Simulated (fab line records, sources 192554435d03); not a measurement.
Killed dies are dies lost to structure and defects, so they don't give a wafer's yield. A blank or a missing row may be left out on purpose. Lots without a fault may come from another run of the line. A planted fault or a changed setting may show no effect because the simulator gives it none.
Split-lot experiment | flow n5_finfet | 7 lots, 21 wafers read, on a route of 1938 steps

THE SPLIT
At N5_FIN_SAQP_ETCH_65 (etches SiO2 in CF4, target depth 4 nm, time 4.4 s), the setting time_s was moved away from the recipe's 4.4 s on 7 of the 21 wafers read, by +7.5% to +20.8%. The other wafers ran this setting at the recipe's value.

The reading is taken at the split's own step.

THE READING
etch.depth_nm (the simulator's own value, which no gauge read), in nm, at N5_FIN_SAQP_ETCH_65 (etches SiO2 in CF4, target depth 4 nm, time 4.4 s). The file gives no usual value for it. The 14 wafers here that ran the recipe average 4.049 nm, standard deviation 0.03 nm.

wafer  | tool, chamber at the split | time_s as run, s | against the recipe | etch.depth_nm, nm | against lot-mates on the recipe
L075.2 | rie_si-05, 2               | 5.315            | +20.8%             | 4.85              | +0.802
L075.3 | rie_si-05, 0               | 5.315            | +20.8%             | 4.926             | +0.878
L075.5 | rie_si-05, 0               | 4.4              | recipe             | 4.048             | -
L077.1 | rie_si-05, 0               | 4.4              | recipe             | 4.05              | -
L077.2 | rie_si-05, 2               | 4.4              | recipe             | 4.018             | -
L077.3 | rie_si-05, 3               | 4.4              | recipe             | 4.075             | -
L081.3 | rie_si-05, 3               | 4.731            | +7.5%              | 4.401             | +0.349
L081.5 | rie_si-05, 1               | 4.731            | +7.5%              | 4.37              | +0.318
L081.6 | rie_si-05, 0               | 4.4              | recipe             | 4.052             | -
L085.1 | rie_si-05, 0               | 4.4              | recipe             | 4.118             | -
L085.3 | rie_si-05, 1               | 4.4              | recipe             | 4.038             | -
L085.4 | rie_si-05, 2               | 4.4              | recipe             | 4.077             | -
L090.2 | rie_si-06, 1               | 4.4              | recipe             | 4.018             | -
L090.4 | rie_si-06, 3               | 4.4              | recipe             | 4.038             | -
L090.6 | rie_si-06, 2               | 4.4              | recipe             | 4.037             | -
L092.1 | rie_si-06, 0               | 5.188            | +17.9%             | 4.681             | +0.593
L092.4 | rie_si-06, 3               | 5.188            | +17.9%             | 4.768             | +0.680
L092.6 | rie_si-06, 2               | 4.4              | recipe             | 4.088             | -
L097.1 | rie_si-06, 0               | 4.4              | recipe             | 3.996             | -
L097.2 | rie_si-06, 3               | 5.121            | +16.4%             | 4.679             | +0.663
L097.3 | rie_si-06, 2               | 4.4              | recipe             | 4.037             | -

THE FIT
A straight line over all 21 wafers: etch.depth_nm changes by +0.0393 nm for each +1% of time_s; r = +0.99; the points scatter about the line by 0.037 nm.
The same after taking each lot's own level away (the mean of its wafers on the recipe; 21 wafers): +0.0388 nm for each +1%; r = +0.99; scatter 0.037 nm.
On that fit, the largest move of time_s shifts the reading by 0.81 nm.
The lots' own levels span 4.0165 to 4.0880 nm, that is 2.3 times the standard deviation above.
So the lot-to-lot level changes the slope little: the two slopes agree.
Check: with one of the wafers moved furthest among these (+20.8%) left out of the fit, the line predicts +0.813 nm for it against its lot-mates. It came out at +0.802 nm against them.

OTHER SPLITS ON THESE WAFERS
These wafers also went through other splits before the reading. Each is held against what the fit with the lots' levels taken away leaves over:
other split on the same wafers  | wafers away from the commonest value | r with etch.depth_nm (lot level and that fit taken away)
N5_ZERO_LAYER_EXPOSE_08 dose_mj | 8                                    | +0.08
N5_ZERO_LAYER_PEB_09 peb_time_s | as run: not given for these wafers   | -
N5_WELL_APT_COAT_02 spin_rpm    | 6                                    | -0.28
N5_WELL_APT_PEB_06 peb_time_s   | 7                                    | +0.05
N5_FIN_SAQP_HM_DEP_03 time_s    | 9                                    | -0.50
N5_FIN_SAQP_COAT_50 spin_rpm    | 9                                    | +0.08

THE FILE'S OWN FIT
etch.depth_nm changes by +0.0392 nm for each +1% of time_s, r = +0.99.
